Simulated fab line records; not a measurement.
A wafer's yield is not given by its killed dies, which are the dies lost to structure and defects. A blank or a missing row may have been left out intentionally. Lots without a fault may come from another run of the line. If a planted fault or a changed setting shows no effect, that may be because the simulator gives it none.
Comparing a struck lot with a sound one | flow n5_finfet | 16 out of 1938 route steps
Sound: the wafers L227.1, L227.3, L227.4. Struck: wafer L242.6 (left out: L242.5, a lot-mate that was not struck); the cause follows at the end.
At each step with rows: each side's tool, then ch and its chambers, then its first start. Under that, the readings that differ: sound wafers | struck wafers | difference of the means | sigmas: that difference in standard deviations of wafers without a fault.
alike: readings with means less than 2 such deviations apart, plus words and numbers identical on both sides. not compared: withheld readings, readings lacking a value on some wafer, bounds such as >300 that could conceal the same value, and numbers that have no deviation in the record and whose values overlap.
Wherever a step has rows on one side only, a row that says differs or no value, or a row with sigmas, the two part there. Non-overlapping numbers with no deviation appear without sigmas and do not part them. Lack of a reading on every wafer of one side parts them only where that side has two or more wafers.

first, 8 steps without rows for these wafers: N5_SD_EPI_P_COAT_34 (time 60 s, resist thk 350 nm); N5_SD_EPI_P_COAT_35 (time 60 s, resist thk 35 nm); N5_SD_EPI_P_COAT_03 (resist thk 150 nm); N5_SD_EPI_P_EBR_05; N5_SD_EPI_P_SOFTBAKE_04 (time 60 s); N5_SD_EPI_P_EXPOSE_06 (exposes mask SD P BLK, target cd 240 nm); N5_SD_EPI_P_PEB_07 (peb time 60 s); N5_SD_EPI_P_DEVELOP_08 (develop time 30 s).
N5_SD_EPI_P_CD_MEAS_09: target cd 240 nm.
  sound on cd_sem-02 ch 0, day 4 06:34; struck on cd_sem-02 ch 0, day 7 23:04
  reading    | sound             | struck | difference | sigmas
  cd_nm (nm) | 239.0 237.9 239.6 | 241.4  | +2.6       | +3
N5_SD_EPI_P_OVL_MEAS_10:
  sound on overlay-01 ch 0, day 4 06:35; struck on overlay-02 ch 0, day 7 23:05
  alike: SD_P_BLK_OVL
N5_SD_EPI_P_INSPECT_11: inspects for defects (macro).
  sound on defect_inspect-02 at day 4 06:37; struck on defect_inspect-01 at day 7 23:07
  alike: raw_defect_count
N5_SD_EPI_P_DESCUM_14: chemistry O2, time 7.9 s.
  sound on rie_diel-03 ch 0,2, day 4 06:39; struck on rie_diel-03 ch 3, day 7 23:14
  alike: drypump_motor_current_A, o2_flow_sccm, oes_product_au, rf_fwd_power_W, rf_vpp_V, showerhead_plenum_p_Torr, temp_c, throttle_valve_pct
  not compared: rf_hours_counter_h
N5_SD_EPI_P_ETCH_36: etches SiARC in CF4, target depth 45.5 nm, time 75.8 s.
  sound on rie_diel-03 ch 0,2, day 4 06:41; struck on rie_diel-03 ch 3, day 7 23:17
  reading               | sound          | struck | difference | sigmas
  etch_rf_on_time_s (s) | 75.1 75.8 75.5 | 50.2   | -25.3      | -23
  oes_product_au (a.u.) | 0.66 0.65 0.66 | 0.82   | +0.16      | +4
  alike: cf4_flow_sccm, drypump_motor_current_A, rf_fwd_power_W, rf_vpp_V, showerhead_plenum_p_Torr, throttle_valve_pct
  not compared: rf_hours_counter_h
N5_SD_EPI_P_ETCH_37: etches SOC in N2/H2, overetch 108 nm, time 486 s.
  sound on rie_diel-03 ch 0,2, day 4 06:44; struck on rie_diel-03 ch 3, day 7 23:29
  alike: drypump_motor_current_A, oes_product_au, rf_fwd_power_W, rf_vpp_V, showerhead_plenum_p_Torr, temp_c, throttle_valve_pct
  not compared: rf_hours_counter_h
-- record jumps: 5 days separate the struck wafers' starts on either side; left off in module SD_EPI_P, taken up again in module BEOL_M4, whose first shown step is the route's number 1111 --
N5_BEOL_M4_RC_MEAS_101:
  sound on prober-02 ch 0, day 8 14:29; struck on prober-02 ch 0, day 12 13:40
  reading       | sound          | struck | difference | sigmas
  SS_P (mV/dec) | 71.6 72.2 72.1 | 73.3   | +1.3       | +2
  alike: DIBL_N, DIBL_P, IOFF_N, IOFF_P, ION_N, ION_P, SS_N, VT_N, VT_P
next, for these wafers, 1 step has no rows: N5_PASSIVATION_PROBE_49.

WHERE THEY PART
Last at N5_BEOL_M4_RC_MEAS_101 as far as this record goes, first at N5_SD_EPI_P_CD_MEAS_09.

WHY: whatever the simulator had introduced
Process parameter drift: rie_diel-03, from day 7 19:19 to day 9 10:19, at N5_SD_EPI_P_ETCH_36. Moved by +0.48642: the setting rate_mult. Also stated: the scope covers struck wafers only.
